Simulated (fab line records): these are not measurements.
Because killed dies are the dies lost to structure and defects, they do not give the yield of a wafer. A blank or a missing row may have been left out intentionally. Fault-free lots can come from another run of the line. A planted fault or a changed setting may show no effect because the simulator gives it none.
The same fault as seen by 2 desks / flow nand harc / numbers are kept per desk, each desk with only its own; the story behind them comes last

## THE DEFECT DESK
Inspection counts along the route, by lot: the mean over sampled wafers that carry a number. If a lot's mean is further than 4 standard deviations from the usual mean, the lot is out of limits and carries the mark OUT (the distance appears in the brackets).
Columns: A = raw defect count at NHARC_P_STI_INSPECT_25, usual 222; B = raw defect count at NHARC_P_GATE_INSPECT_28, usual 6.0; C = raw defect count at NHARC_P_GATE_INSPECT_68, usual 212
lot=L424; first seen here=day 3 18:31; A=236; B=4.3; C=216
lot=L428; first seen here=day 4 13:29; A=249; B=3.0; C=230
lot=L444; first seen here=day 8 13:29; A=368; B=191.0 (+64) OUT; C=363
lot=L445; first seen here=day 8 23:09; A=190; B=7.0; C=193
lot=L447; first seen here=day 9 12:15; A=208; B=4.7; C=210
This desk's finding: out of limits on L444; first on L444, day 9 11:41 (raw defect count at NHARC_P_GATE_INSPECT_28). Within limits: L424, L428, L445, L447.

## FROM THE METROLOGY DESK
What the gauges read, lot by lot, whatever tool the lot ran on: means of the sampled wafers that have a number. If a lot's mean is further than 4 standard deviations from the usual mean, the lot is out of limits and carries the mark OUT (the distance appears in the brackets).
Columns: A = trench depth nm at NHARC_P_STI_OCD_MEAS_43, usual 302 nm; B = trench foot cd nm at NHARC_P_STI_OCD_MEAS_43, usual 157.8 nm; C = cd nm at NHARC_P_GATE_CD_MEAS_11, usual 1640.0 nm
lot=L424; first seen here=day 2 14:22; A=306; B=157.6; C=1640.4
lot=L428; first seen here=day 3 12:21; A=299; B=156.7; C=1639.3
lot=L444; first seen here=day 7 12:31; A=301; B=159.8; C=1641.3
lot=L445; first seen here=day 7 21:17; A=299; B=158.8; C=1638.4
lot=L447; first seen here=day 8 08:37; A=304; B=160.0; C=1641.1
Finding of this desk: none of the 5 lots has anything out of limits.

## ALL TOGETHER
The defect desk could have raised an alarm at day 9 11:41, on L444.
The metrology desk saw nothing out of limits.
The metrology desk has L444 on record, within its limits.
Every lot named ran NHARC_P_STI_ETCH_37 on wet bench-02.

## WHAT THE SIMULATOR PUT IN
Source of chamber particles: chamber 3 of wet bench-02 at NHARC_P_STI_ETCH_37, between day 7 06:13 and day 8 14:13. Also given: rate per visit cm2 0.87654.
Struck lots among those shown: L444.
Hours from the fault's start to each desk's first reading out of limits: the defect desk, 53.
